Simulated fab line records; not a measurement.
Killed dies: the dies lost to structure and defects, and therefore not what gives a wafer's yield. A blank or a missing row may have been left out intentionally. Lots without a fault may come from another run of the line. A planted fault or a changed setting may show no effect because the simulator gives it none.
A struck lot beside a sound one + flow n5_finfet + 38 steps out of a route of 1938
Sound: these wafers, L469.2, L469.5, L469.6. Struck: wafer L482.6 (left out: L482.2, L482.4 of the same lot, which were not struck); the cause appears at the end.
Each step with rows lists, per side, the tool, then ch with its chambers, then its first start. Under that, the readings that differ: sound wafers + struck wafers + difference of the means + sigmas: that difference in standard deviations of wafers without a fault.
alike: same words and numbers on both sides, and readings whose means sit less than 2 such deviations apart. not compared: any withheld reading, any reading some wafer has no value for, any bound like >300 that may hide the same value, and any number with overlapping values for which the record gives no deviation.
A row with sigmas, a row that says differs or no value, or rows on one side alone: a step with any of these is where the two part. Numbers that don't overlap but have no deviation are shown without sigmas and don't part them. A reading that every wafer of one side lacks parts them only if that side has two wafers or more.

first, 9 steps without rows for these wafers: N5_BEOL_M1_ANNEAL_95 (time 240 s); N5_BEOL_M1_SPUTTER_96 (material Cu, target thk 4.5 nm, time 8.29 s); N5_BEOL_M1_ECD_50 (material Cu, target thk 300 nm); N5_BEOL_M1_ANNEAL_51 (time 90 s); N5_BEOL_M1_CMP_52 (polishes, stops on SiOC, t overpolish 6.8 s, target thk 40 nm); N5_BEOL_M1_PRE_CLEAN_60 (time 15 s); N5_BEOL_M1_CO_CAP_55 (material Co, precursor CCTBA/H2, target thk 2 nm, time 102.1 s); N5_BEOL_M1_PRE_CLEAN_56 (time 15 s); N5_BEOL_M1_DEP_57 (deposits SiCN from 3MS/NH3, target thk 8 nm, time 14 s).
N5_BEOL_M2_ILD_DEP_00: deposits SiOC from DEMS/O2, target thk 79 nm, time 15.3 s.
  sound on pecvd-03 ch 0,1,2, day 9 02:13; struck on pecvd-03 ch 2, day 12 03:16
| reading                                      | sound        | struck | difference | sigmas |
|----------------------------------------------|--------------|--------|------------|--------|
| model.SiOC_of_BEOL_M2_ILD_DEP_00.thk_nm (nm) | 80 80.4 79.4 | 104.6  | +24.7      |        |
  alike: heater_power_w, showerhead_plenum_p_Torr, throttle_valve_pct
N5_BEOL_M2_THK_MEAS_01:
  sound: film_metro-01 at day 9 02:16; struck: film_metro-02 at day 12 03:20
| reading         | sound          | struck | difference | sigmas |
|-----------------|----------------|--------|------------|--------|
| M2_ILD_THK (nm) | 79.9 80.3 79.4 | 104.6  | +24.7      | +25    |
then, 24 steps without rows for these wafers: N5_BEOL_M2_PECVD_72 (deposits SiO2 from TEOS/O2, target thk 16 nm, time 18 s); N5_BEOL_M2_HM_DEP_02 (deposits TiN, target thk 20 nm); N5_BEOL_M2_COAT_61 (time 60 s, resist thk 60 nm); N5_BEOL_M2_COAT_62 (time 60 s, resist thk 12 nm); N5_BEOL_M2_COAT_73 (time 60 s, resist thk 5 nm); N5_BEOL_M2_COAT_05 (resist thk 30 nm); N5_BEOL_M2_EBR_07; N5_BEOL_M2_SOFTBAKE_06 (time 60 s); N5_BEOL_M2_EXPOSE_08 (exposes mask M2); N5_BEOL_M2_PEB_09 (peb time 60 s); N5_BEOL_M2_DEVELOP_10 (develop time 30 s); N5_BEOL_M2_DESCUM_16 (chemistry O2, time 7 s); N5_BEOL_M2_ETCH_74 (etches underlayer in N2/H2, target depth 6.5 nm, time 5.2 s); N5_BEOL_M2_ETCH_63 (etches SiARC in CF4, target depth 15.6 nm, time 26 s); N5_BEOL_M2_ETCH_64 (etches SOC in N2/H2, target depth 75 nm, overetch 22.5 nm, time 121.9 s); N5_BEOL_M2_STRIP_65 (strips in N2/H2); N5_BEOL_M2_STRIP_75 (strips in N2/H2); N5_BEOL_M2_STRIP_66 (strips in CF4); N5_BEOL_M2_HM_OPEN_17 (chemistry Cl2/BCl3, target TiN, target depth 20 nm, overetch 6 nm); N5_BEOL_M2_STRIP_19 (strips in O2); N5_BEOL_M2_COAT_67 (time 60 s, resist thk 60 nm); N5_BEOL_M2_COAT_68 (time 60 s, resist thk 12 nm); N5_BEOL_M2_COAT_76 (time 60 s, resist thk 5 nm); N5_BEOL_M2_COAT_22 (resist thk 30 nm).
N5_BEOL_M2_CMP_52: polishes, stops on SiOC, t overpolish 6.8 s, target thk 40 nm.
  sound on cmp-03 ch 0,1, day 9 17:10; struck on cmp-02 ch 2, day 12 17:44
| reading                                      | sound             | struck | difference | sigmas |
|----------------------------------------------|-------------------|--------|------------|--------|
| edge_zone_pressure_frac                      | 1.005 0.999 1.003 | 0.991  | -0.011     | -2     |
| model.SiOC_of_BEOL_M2_ILD_DEP_00.thk_nm (nm) | 77 77.4 76.4      | 101.6  | +24.7      |        |
  alike: head_pressure_psi, motor_current_A
N5_BEOL_M4_RC_MEAS_101:
  sound on prober-02 ch 0, day 10 23:29; struck on prober-01 ch 0, day 14 02:44
| reading        | sound             | struck | difference | sigmas |
|----------------|-------------------|--------|------------|--------|
| DIBL_N (mV/V)  | 35.7 36.6 36.0    | 31.8   | -4.3       | -3     |
| DIBL_P (mV/V)  | 36.8 38.7 37.5    | 32.0   | -5.7       | -3     |
| IOFF_N (nA/um) | 0.165 0.195 0.173 | 0.099  | -0.079     | -3     |
| IOFF_P (nA/um) | 0.23 0.27 0.25    | 0.15   | -0.10      | -3     |
| SS_P (mV/dec)  | 73.1 73.5 74.3    | 72.2   | -1.4       | -2     |
| VT_N (mV)      | 248 247 245       | 257    | +10        | +3     |
  alike: ION_N, ION_P, SS_N, VT_P
-- here the record skips 5 days between the struck wafers' starts before and after, leaving off in module BEOL_M4 and picking up in module PASSIVATION (first step shown: number 1936 of the route) --
N5_PASSIVATION_PROBE_49:
  record: rows for the struck wafers here (prober-02, day 18 18:19), none for the sound ones

WHERE THEY PART
Earliest at N5_BEOL_M2_THK_MEAS_01; latest, in this record, at N5_PASSIVATION_PROBE_49.

WHY: what the simulator had put in
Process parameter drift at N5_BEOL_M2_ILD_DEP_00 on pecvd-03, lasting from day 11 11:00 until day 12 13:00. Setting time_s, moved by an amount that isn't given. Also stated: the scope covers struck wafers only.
